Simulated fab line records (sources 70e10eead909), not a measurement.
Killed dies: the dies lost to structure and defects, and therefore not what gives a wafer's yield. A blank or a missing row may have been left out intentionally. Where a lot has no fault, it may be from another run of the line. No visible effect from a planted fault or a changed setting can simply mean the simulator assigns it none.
fab line records	flow nand-harc
record: lots: 5	wafers: 15	last-day: 33
route steps=1302 shown A_CHANNEL_HOLE_D2@585 END@1302
lots with no fault: from the same line, run without faults
start-h: the number of hours between the record's first day and the start of the first shown wafer of the lot	wait-h: hours elapsed since this lot's preceding step	" identical to the entry in the row above	L1.1+2: several wafers, shown together as one row	- no value, or no start given	* or withheld: withheld	< > ~ a bound
route shown NAME@n: names a module that has steps shown in the file, with the first one's number in the route	usual: the fault-free wafers' mean and standard deviation	same: alike in all rows	chamber/n: place in a boat	sites: the reading at each site	_std_site: their standard deviation	_edge_site: the outer-site mean with the inner-site mean subtracted	radius-mm: for every site, how far away it sits from the centre of the wafer	mask NAME#n: copy n	behind: the last tool/chamber to shape the wafer	hold: why the lot went on hold/how many hours it stayed there/how the hold came to an end	device: the transistor (n, p or np) that didn't switch	end of line: the route-end tests of the same wafers	a step given without rows: its recipe and nothing more	killed: dies that structure and defects cost at the first sort, which is not the same as the wafer's yield	map: a wafer's dies, marking killed ones x, the rest . and places with no die _
set.NAME: the run value of the setting; set.NAME@STEP: its run value at that earlier step	model.NAME: the simulator's own value behind a step, which no gauge read
lots at selected steps of the route; one table per step, one row per wafer
services: from which hour (start-h, from the record's first day; less than 0 if before it) a tool's chamber was out of use, for how many hours, and why
== steps ==
step: NHARC_A_CHANNEL_HOLE_D2_DESCUM_15
recipe: time-s: 3	o2-flow-sccm: 200	ar-flow-sccm: 0	bias-power-w: 0	chemistry: O2
step: NHARC_A_CHANNEL_HOLE_D2_ETCH_38
recipe: target-depth-a: 390	over-etch-frac: 0.3	time-s: 65	ion-energy-ev: 80	cf4-flow-sccm: 150	ar-flow-sccm: 0	rf-w: 300	bias-w: 100	chemistry: CF4
step: NHARC_A_CHANNEL_HOLE_D2_ETCH_39
recipe: target-depth-a: 2600	over-etch-frac: 0.3	time-s: 325	ion-energy-ev: 200	n2-flow-sccm: 150	h2-flow-sccm: 150	ar-flow-sccm: 0	rf-w: 400	bias-w: 150	chemistry: N2/H2
step: NHARC_A_CHANNEL_HOLE_D2_ETCH_34
recipe: target-depth-a: 1540	time-s: 77	cf4-flow-sccm: 100	chf3-flow-sccm: 30	ar-flow-sccm: 0	rf-w: 500	bias-w: 200	chemistry: CF4/CHF3
step: NHARC_A_CHANNEL_HOLE_D2_ETCH_16
recipe: target-depth-a: 31000	over-etch-frac: 0.3	time-s: 806	ion-energy-ev: 150	o2-flow-sccm: 400	cos-flow-sccm: 20	ar-flow-sccm: 0	rf-w: 500	bias-w: 300	chemistry: O2/COS
step: NHARC_A_CHANNEL_HOLE_D2_ETCH_19
recipe: bias-v: 1200	source-w: 2500	pressure-mtorr: 15	time-s: 34.5	ar-flow-sccm: 375	c4f8-flow-sccm: 28.8	o2-flow-sccm: 96.2	temp-c: -20	target-depth-a: *	chemistry: C4F8/O2/Ar
step: NHARC_A_CHANNEL_HOLE_D2_ETCH_20
recipe: bias-v: 3000	source-w: withheld	pressure-mtorr: 20	time-s: 361.9	ar-flow-sccm: 375	c4f8-flow-sccm: 89.3	o2-flow-sccm: 35.7	temp-c: -20	target-depth-a: 16000	chemistry: C4F8/O2/Ar
step: NHARC_A_CHANNEL_HOLE_D2_ETCH_21
recipe: bias-v: 3000	source-w: withheld	pressure-mtorr: 20	time-s: 514.3	ar-flow-sccm: 375	c4f8-flow-sccm: 89.3	o2-flow-sccm: 35.7	temp-c: -20	target-depth-a: 16000	chemistry: C4F8/O2/Ar
step: NHARC_A_CHANNEL_HOLE_D2_ETCH_22
recipe: bias-v: 3000	source-w: withheld	pressure-mtorr: 20	time-s: 666.7	ar-flow-sccm: 375	c4f8-flow-sccm: 89.3	o2-flow-sccm: 35.7	temp-c: -20	target-depth-a: 16000	chemistry: C4F8/O2/Ar
step: NHARC_A_CHANNEL_HOLE_D2_ETCH_23
recipe: bias-v: 5000	source-w: withheld	pressure-mtorr: 20	time-s: 819	ar-flow-sccm: 375	c4f8-flow-sccm: 89.3	o2-flow-sccm: 35.7	temp-c: -20	target-depth-a: 16000	chemistry: C4F8/O2/Ar
step: NHARC_A_CHANNEL_HOLE_D2_ETCH_24
recipe: bias-v: 5000	source-w: withheld	pressure-mtorr: 20	time-s: 906.2	ar-flow-sccm: 375	c4f8-flow-sccm: 93.8	o2-flow-sccm: 31.2	temp-c: -20	target-depth-a: 15000	chemistry: C4F8/O2/Ar
step: NHARC_A_CHANNEL_HOLE_D2_ETCH_25
recipe: bias-v: 5000	source-w: withheld	pressure-mtorr: 20	time-s: 1040.2	ar-flow-sccm: 375	c4f8-flow-sccm: 93.8	o2-flow-sccm: 31.2	temp-c: -20	target-depth-a: 15000	chemistry: C4F8/O2/Ar
usual: c4f8-flow-sccm: 93.80/0.28	chamber-pressure-mTorr: 20.000/0.018	drypump-motor-current-A: 6.0/0.43	oes-air-line-au: 0.999/0.021	showerhead-plenum-p-Torr: 3.73/0.1	throttle-valve-pct: 32.233/0.0094	time-s: 1040.2/0
lot.wafer	tool	chamber	start-h	wait-h	c4f8-flow-sccm	chamber-pressure-mTorr	drypump-motor-current-A	oes-air-line-au	rf-hours-counter-h	showerhead-plenum-p-Torr	throttle-valve-pct	time-s
L285.4	har-etch-02	1	330.92	0.7	-	-	-	-	-	-	-	-
L285.5	"	1	"	"	-	-	-	-	-	-	-	-
L285.6	"	0	"	"	-	-	-	-	-	-	-	-
L286.2	har-etch-02	0	338.97	0.6	-	-	-	-	-	-	-	-
L286.1	"	1	"	"	-	-	-	-	-	-	-	-
L286.3	"	0	"	"	-	-	-	-	-	-	-	-
L287.2	har-etch-01	1	346.93	0.7	-	-	-	-	-	-	-	-
L287.3	"	1	"	"	-	-	-	-	-	-	-	-
L287.5	"	0	"	"	-	-	-	-	-	-	-	-
L289.1	har-etch-01	1	359.08	0.6	94.11	19.988	6.2	0.990	189	3.67	32.238	1040.2
L289.2	"	0	"	"	93.70	19.983	5.9	0.983	189	3.82	32.244	1040.2
L289.6	"	0	"	"	93.92	19.980	5.9	0.996	-	3.82	32.238	1040.2
L305.2	har-etch-01	0	532.19	0.7	93.48	20.030	5.9	0.984	296	3.76	32.232	1040.2
L305.3	"	0	"	"	93.80	19.992	5.9	1.009	-	3.76	32.232	1040.2
L305.6	"	0	"	"	93.12	19.991	5.9	1.003	-	3.76	32.238	1040.2
step: NHARC_A_CHANNEL_HOLE_D2_ETCH_26
recipe: bias-v: 300	source-w: 2000	pressure-mtorr: 30	time-s: 224.1	ar-flow-sccm: 375	c4f8-flow-sccm: 11.4	o2-flow-sccm: 113.6	temp-c: -20	target-depth-a: 3000	chemistry: C4F8/O2/Ar
step: NHARC_A_CHANNEL_HOLE_D2_ETCH_27
recipe: bias-v: 400	source-w: 2000	pressure-mtorr: 25	time-s: 90	ar-flow-sccm: 375	c4f8-flow-sccm: 41.7	o2-flow-sccm: 83.3	temp-c: -20	target-depth-a: 4000	chemistry: C4F8/O2/Ar
step: NHARC_A_CHANNEL_HOLE_D2_STRIP_41
recipe: n2-flow-sccm: 150	h2-flow-sccm: 150	ar-flow-sccm: 0	bias-w: 0	chemistry: N2/H2
step: NHARC_A_CHANNEL_HOLE_D2_STRIP_42
recipe: cf4-flow-sccm: 100	chf3-flow-sccm: 30	ar-flow-sccm: 0	bias-w: 0	chemistry: CF4/CHF3
step: NHARC_A_CHANNEL_HOLE_D2_STRIP_43
recipe: o2-flow-sccm: 400	cos-flow-sccm: 20	ar-flow-sccm: 0	bias-w: 0	chemistry: O2/COS
step: NHARC_A_CHANNEL_HOLE_D2_ETCH_44
recipe: target-depth-a: 1400	overetch-a: 140	time-s: 77	ion-energy-ev: 100	cf4-flow-sccm: 80	o2-flow-sccm: 20	ar-flow-sccm: 0	rf-w: 300	bias-w: 100	chemistry: CF4/O2
usual: bias-w: 100.0/0.3	cf4-flow-sccm: 80.04/0.22	drypump-motor-current-A: 5.6/0.47	oes_f_703_au: 1.000/0.0045	oes-product-au: 0.998/0.011	rf-vpp-V: 198.1/1.6	showerhead-plenum-p-Torr: 1.35/0.066	throttle-valve-pct: 13.395/0.0098
same: time-s: 77
lot.wafer	tool	chamber	start-h	wait-h	bias-w	cf4-flow-sccm	drypump-motor-current-A	oes_f_703_au	oes-product-au	rf-hours-counter-h	rf-vpp-V	showerhead-plenum-p-Torr	throttle-valve-pct	model.A_CHANNEL_HOLE_D2.cd-nm
L285.4	rie-diel-10	2	332.45	0.1	100.4	79.82	5.6	0.993	1.008	3.9	197.7	1.32	13.396	95.85
L285.5	"	0	"	"	100.6	80.30	6.2	1.000	1.009	-	199.6	1.43	13.404	2.294
L285.6	"	1	"	"	100.0	79.93	5.0	0.995	1.012	-	199.8	1.40	13.399	98.43
L286.2	rie-diel-05	2	340.81	0.1	100.1	80.02	6.3	1.006	1.001	6.4	199.2	1.34	13.400	98.07
L286.3	"	3	"	"	99.5	80.17	5.0	1.001	0.989	7.9	198.8	1.41	13.375	96.23
L286.1	"	0	"	"	100.1	79.67	5.6	1.001	0.976	7.2	196.1	1.30	13.396	101.8
L287.3	rie-diel-05	1	348.76	0.1	99.8	80.02	5.3	0.996	1.001	6.3	196.0	1.25	13.382	97.58
L287.2	"	0	"	"	99.9	80.21	5.6	1.006	0.973	8.2	196.9	1.30	13.413	99.19
L287.5	"	2	"	"	99.9	80.33	6.3	1.003	0.999	-	198.0	1.34	13.397	97.47
L289.1	rie-diel-10	0	360.93	0.1	99.7	79.81	6.1	0.994	1.005	5.7	199.0	1.43	13.397	90.1
L289.2	"	1	"	"	100.4	80.16	4.9	1.000	0.992	4.6	197.9	1.40	13.396	89.53
L289.6	"	3	"	"	100.3	80.18	6.1	0.998	0.994	-	195.4	1.28	13.384	90.67
L305.3	rie-diel-10	3	533.88	0.1	100.6	80.42	6.1	1.004	0.993	5.1	196.9	1.28	13.375	90.41
L305.2	"	1	"	"	100.1	79.87	5.0	0.995	0.999	4.5	199.3	1.40	13.400	89.1
L305.6	"	3	"	"	100.0	80.22	6.1	0.999	0.986	-	196.0	1.28	13.389	89.87
step: NHARC_A_CHANNEL_HOLE_D2_STRIP_28
recipe: o2-flow-sccm: 500	ar-flow-sccm: 0	bias-w: 0	chemistry: O2
step: NHARC_A_CHANNEL_HOLE_D2_PRECLEAN_29
recipe: time-s: *	temp-c: 50	bath-age-min: 0	chemistry: SC1
step: NHARC_A_CHANNEL_HOLE_D2_SRD_30
step: NHARC_A_CHANNEL_HOLE_D2_CD_MEAS_31
usual: cd-nm: 89.9/1.3
lot.wafer	tool	chamber	start-h	wait-h	cd-nm
L285.4	cd-sem-02	-	333.25	-	0.5
L285.5	"	-	"	"	2.3
L285.6	"	-	"	"	0.5
L286.1	cd-sem-01	-	341.61	-	-0.8
L286.2	"	-	"	"	-0.1
L286.3	"	-	"	"	-0.3
L287.2	cd-sem-03	-	349.56	-	0.3
L287.3	"	-	"	"	0.1
L287.5	"	-	"	"	-0.1
L289.1	cd-sem-01	-	361.71	-	89.9
L289.2	"	-	"	"	89.8
L289.6	"	-	"	"	90.8
L305.2	cd-sem-02	-	534.68	-	88.7
L305.3	"	-	"	"	89.7
L305.6	"	-	"	"	89.5
step: NHARC_A_CHANNEL_HOLE_D2_XSEM_32
recipe: landing-energy-ev: 35000
usual: bot-cd-nm: 74.4/1.3	bow-nm: 8.59/0.26	tilt-deg: 0.06/0.042
lot.wafer	tool	chamber	start-h	wait-h	bot-cd-nm	bow-nm	tilt-deg
L285.4	xsem-01	0	333.34	0.1	0.6	0.17	0.01
L285.5	"	0	"	"	2.0	0.17	0.01
L285.6	"	0	"	"	0.3	0.16	0.01
L286.1	xsem-02	0	341.71	0.1	0.0	0.50	0.11
L286.2	"	0	"	"	0.0	0.50	0.11
L286.3	"	0	"	"	0.0	0.50	0.11
L287.2	xsem-01	0	349.64	0.1	1.0	0.22	0.05
L287.3	"	0	"	"	0.6	0.22	0.05
L287.5	"	0	"	"	0.4	0.21	0.05
L289.1	xsem-01	0	361.81	0.1	74.1	8.67	0.10
L289.2	"	0	"	"	73.9	8.65	0.10
L289.6	"	0	"	"	75.5	8.66	0.10
L305.2	xsem-02	0	534.77	0.1	73.3	8.42	0.05
L305.3	"	0	"	"	73.3	8.35	0.06
L305.6	"	0	"	"	72.7	8.37	0.05
step: NHARC_END_SORT_01
recipe: temp-c: 25
usual: killed-at-array: 54/17	killed-at-other: 1.0/1.4	killed-at-periphery: 3.6/2.1	killed-dies: 58/17	killed-open: 3.2/2	killed-short: 2.5/1.5
same: gross-dies: 677
lot.wafer	tool	chamber	start-h	wait-h	killed-at-array	killed-at-other	killed-at-periphery	killed-dies	killed-open	killed-short
L285.4	prober-01	0	581.31	3.4	671	0	6	677	2	3
L285.5	prober-01	0	582.12	3.7	676	0	1	677	5	2
L285.6	prober-01	0	582.93	4.1	668	0	9	677	11	3
L286.1	prober-02	0	600.72	2.5	673	4	0	677	0	1
L286.2	prober-02	0	601.52	2.8	670	2	5	677	4	2
L286.3	prober-02	0	602.32	3.1	668	6	3	677	3	5
L287.2	prober-01	0	618.78	2.8	676	0	1	677	2	4
L287.3	prober-01	0	619.58	3.1	676	0	1	677	2	2
L287.5	prober-01	0	621.18	3.7	674	0	3	677	2	1
killed by level:class
L285.4 A_CHANNEL_HOLE_D2:area-etch=642 A_CHANNEL_HOLE_D2:chamber-film-flake=14 P_M0:chamber-film-flake=4 A_CONTACT:unspecified=4 A_CHANNEL_HOLE_D1:chamber-film-flake=2 A_CONTACT:chamber-film-flake=2 P_CONTACT:geometric-particle:short=1 P_M0:geometric-particle:open=1
L285.5 A_CHANNEL_HOLE_D2:area-etch=638 A_CHANNEL_HOLE_D2:chamber-film-flake=14 A_CONTACT:chamber-film-flake=6 A_STAIRCASE:chamber-film-flake=3 A_BONDPAD:chamber-film-flake=3 A_CHANNEL_FILL_D2:geometric-particle:short=2 A_CHANNEL_HOLE_D1:chamber-film-flake=2 A_CHANNEL_FILL_D2:chamber-film-flake=2
L285.6 A_CHANNEL_HOLE_D2:area-etch=607 A_CHANNEL_HOLE_D2:chamber-film-flake=40 A_CONTACT:chamber-film-flake=6 A_CHANNEL_HOLE_D1:chamber-film-flake=3 P_CONTACT:geometric-particle:open=2 A_CHANNEL_HOLE_D2:geometric-particle:open=2 P_M0:chamber-film-flake=2 P_GATE:geometric-particle:open=1
L286.1 A_CHANNEL_HOLE_D2:area-etch=644 A_CHANNEL_HOLE_D2:chamber-film-flake=9 A_STAIRCASE:chamber-film-flake=5 THIN_TSV:chamber-film-flake=4 A_CHANNEL_HOLE_D1:chamber-film-flake=3 A_M0:chamber-film-flake=3 A_CONTACT:chamber-film-flake=2 A_M0:geometric-particle:short=1
L286.2 A_CHANNEL_HOLE_D2:area-etch=616 A_CHANNEL_HOLE_D2:chamber-film-flake=31 A_STAIRCASE:chamber-film-flake=5 A_M0:chamber-film-flake=5 P_ZERO_WELL:chamber-film-flake=3 A_DECK1_JOINT:chamber-film-flake=3 A_CONTACT:chamber-film-flake=3 A_CHANNEL_HOLE_D1:chamber-film-flake=2
L286.3 A_CHANNEL_HOLE_D2:area-etch=609 A_CHANNEL_HOLE_D2:chamber-film-flake=32 A_STAIRCASE:chamber-film-flake=7 THIN_TSV:chamber-film-flake=6 A_M0:chamber-film-flake=4 A_CHANNEL_HOLE_D1:chamber-film-flake=3 A_CHANNEL_FILL_D2:chamber-film-flake=3 A_M0:geometric-particle:open=2
L287.2 A_CHANNEL_HOLE_D2:area-etch=628 A_SLIT:chamber-film-flake=21 A_CHANNEL_HOLE_D2:chamber-film-flake=8 A_ZERO_WELL:chamber-film-flake=4 A_CHANNEL_HOLE_D1:chamber-film-flake=3 A_WL_FILL:chamber-film-flake=3 A_WL_FILL:geometric-particle:short=2 A_STAIRCASE:chamber-film-flake=2
L287.3 A_CHANNEL_HOLE_D2:area-etch=616 A_SLIT:chamber-film-flake=33 A_CHANNEL_HOLE_D2:chamber-film-flake=9 A_CHANNEL_HOLE_D1:chamber-film-flake=5 A_ZERO_WELL:chamber-film-flake=2 A_CHANNEL_FILL_D2:chamber-film-flake=2 A_CONTACT:chamber-film-flake=2 A_ONON_D1:geometric-particle:open=1
L287.5 A_CHANNEL_HOLE_D2:area-etch=632 A_SLIT:chamber-film-flake=26 A_CHANNEL_HOLE_D2:chamber-film-flake=4 A_WL_FILL:chamber-film-flake=4 P_GATE:chamber-film-flake=2 A_ZERO_WELL:chamber-film-flake=2 A_CHANNEL_HOLE_D1:chamber-film-flake=2 P_M0:geometric-particle:open=1
map L285.4 (x killed, . not)
____________x____________
_________xxxxxxx_________
_______xxxxxxxxxxx_______
______xxxxxxxxxxxxx______
_____xxxxxxxxxxxxxxx_____
____xxxxxxxxxxxxxxxxx____
____xxxxxxxxxxxxxxxxx____
___xxxxxxxxxxxxxxxxxxx___
___xxxxxxxxxxxxxxxxxxx___
__xxxxxxxxxxxxxxxxxxxxx__
__xxxxxxxxxxxxxxxxxxxxx__
_xxxxxxxxxxxxxxxxxxxxxxx_
_xxxxxxxxxxxxxxxxxxxxxxx_
_xxxxxxxxxxxxxxxxxxxxxxx_
_xxxxxxxxxxxxxxxxxxxxxxx_
_xxxxxxxxxxxxxxxxxxxxxxx_
xxxxxxxxxxxxxxxxxxxxxxxxx
xxxxxxxxxxxxxxxxxxxxxxxxx
xxxxxxxxxxxxxxxxxxxxxxxxx
xxxxxxxxxxxxxxxxxxxxxxxxx
xxxxxxxxxxxxxxxxxxxxxxxxx
_xxxxxxxxxxxxxxxxxxxxxxx_
_xxxxxxxxxxxxxxxxxxxxxxx_
_xxxxxxxxxxxxxxxxxxxxxxx_
_xxxxxxxxxxxxxxxxxxxxxxx_
_xxxxxxxxxxxxxxxxxxxxxxx_
__xxxxxxxxxxxxxxxxxxxxx__
__xxxxxxxxxxxxxxxxxxxxx__
___xxxxxxxxxxxxxxxxxxx___
___xxxxxxxxxxxxxxxxxxx___
____xxxxxxxxxxxxxxxxx____
____xxxxxxxxxxxxxxxxx____
_____xxxxxxxxxxxxxxx_____
______xxxxxxxxxxxxx______
_______xxxxxxxxxxx_______
_________xxxxxxx_________
____________x____________
map L286.1 (x killed, . not)
____________x____________
_________xxxxxxx_________
_______xxxxxxxxxxx_______
______xxxxxxxxxxxxx______
_____xxxxxxxxxxxxxxx_____
____xxxxxxxxxxxxxxxxx____
____xxxxxxxxxxxxxxxxx____
___xxxxxxxxxxxxxxxxxxx___
___xxxxxxxxxxxxxxxxxxx___
__xxxxxxxxxxxxxxxxxxxxx__
__xxxxxxxxxxxxxxxxxxxxx__
_xxxxxxxxxxxxxxxxxxxxxxx_
_xxxxxxxxxxxxxxxxxxxxxxx_
_xxxxxxxxxxxxxxxxxxxxxxx_
_xxxxxxxxxxxxxxxxxxxxxxx_
_xxxxxxxxxxxxxxxxxxxxxxx_
xxxxxxxxxxxxxxxxxxxxxxxxx
xxxxxxxxxxxxxxxxxxxxxxxxx
xxxxxxxxxxxxxxxxxxxxxxxxx
xxxxxxxxxxxxxxxxxxxxxxxxx
xxxxxxxxxxxxxxxxxxxxxxxxx
_xxxxxxxxxxxxxxxxxxxxxxx_
_xxxxxxxxxxxxxxxxxxxxxxx_
_xxxxxxxxxxxxxxxxxxxxxxx_
_xxxxxxxxxxxxxxxxxxxxxxx_
_xxxxxxxxxxxxxxxxxxxxxxx_
__xxxxxxxxxxxxxxxxxxxxx__
__xxxxxxxxxxxxxxxxxxxxx__
___xxxxxxxxxxxxxxxxxxx___
___xxxxxxxxxxxxxxxxxxx___
____xxxxxxxxxxxxxxxxx____
____xxxxxxxxxxxxxxxxx____
_____xxxxxxxxxxxxxxx_____
______xxxxxxxxxxxxx______
_______xxxxxxxxxxx_______
_________xxxxxxx_________
____________x____________
== services ==
tool	chamber	start-h	hours	kind
har-etch-01	-	315.20	4.6	repair
rie-diel-10	0	325.00	-	clean
rie-diel-10	1	325.00	-	clean
rie-diel-10	2	325.00	-	clean
rie-diel-10	3	325.00	-	clean
rie-diel-10	0	349.50	-	clean
rie-diel-10	1	349.50	-	clean
rie-diel-10	2	349.50	-	clean
rie-diel-10	3	349.50	-	clean
xsem-02	-	365.73	0.2	repair
rie-diel-10	0	374.00	-	clean
rie-diel-10	1	374.00	-	clean
xsem-01	-	374.00	14.0	pm
har-etch-02	-	381.82	17.0	pm
rie-diel-05	3	382.28	13.2	repair
rie-diel-10	0	389.88	7.4	repair
rie-diel-05	0	397.94	7.1	repair
rie-diel-05	-	406.80	9.0	pm
rie-diel-10	-	419.50	9.0	pm
rie-diel-05	1	421.32	13.4	repair
xsem-02	-	427.06	3.4	repair
rie-diel-05	-	465.20	0.4	repair
rie-diel-05	0	496.11	4.1	repair
rie-diel-05	1	522.02	4.5	repair
== key ==
first-sign: step: NHARC_A_CHANNEL_HOLE_D2_ETCH_25	reading: tool-record	direction: missing
effect: step: NHARC_A_CHANNEL_HOLE_D2_CD_MEAS_31	reading: cd-nm	direction: down	sigmas: 67	usual: 89.9	struck: 0.3
effect: step: NHARC_A_CHANNEL_HOLE_D2_XSEM_32	reading: bot-cd-nm	direction: down	sigmas: 55	usual: 74.4	struck: 0.6
effect: step: NHARC_END_SORT_01	reading: killed-dies	direction: up	sigmas: 36	usual: 58	struck: 677
model-effect: step: NHARC_A_CHANNEL_HOLE_D2_ETCH_44	value: A_CHANNEL_HOLE_D2.cd-nm	without: 90.07	struck: 87.44
more-kills-born-at: NHARC_A_CHANNEL_HOLE_D2_ETCH_25@har-etch-02: 3756	NHARC_A_CHANNEL_HOLE_D2_ETCH_25@har-etch-01: 1876
met-at NHARC_A_CHANNEL_HOLE_D2_ETCH_25
struck-wafers L285.4,L285.5,L285.6,L286.1,L286.2,L286.3,L287.2,L287.3,L287.5
later-rows-left-out L285.4,L285.5,L285.6,L286.1,L286.2,L286.3,L287.2,L287.3,L287.5
tester-left-out L285,L286,L287
fault: kind: skipped-step-whole	tool: har-etch-01,har-etch-02	chamber: -	onset-h: 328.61	steps: NHARC_A_CHANNEL_HOLE_D2_ETCH_25	scope: struck-lots-only
tester-left-out: of these lots the tester's yield and bins aren't shown, on N5 and GAA mostly nor the transistor test; their killed dies are dies lost to structure and defects alone, not to doping, threshold or leakage, so they don't give the yield
later-rows-left-out: the simulator's readings of these wafers behind a module that went badly wrong aren't trusted and aren't shown, but for the sort
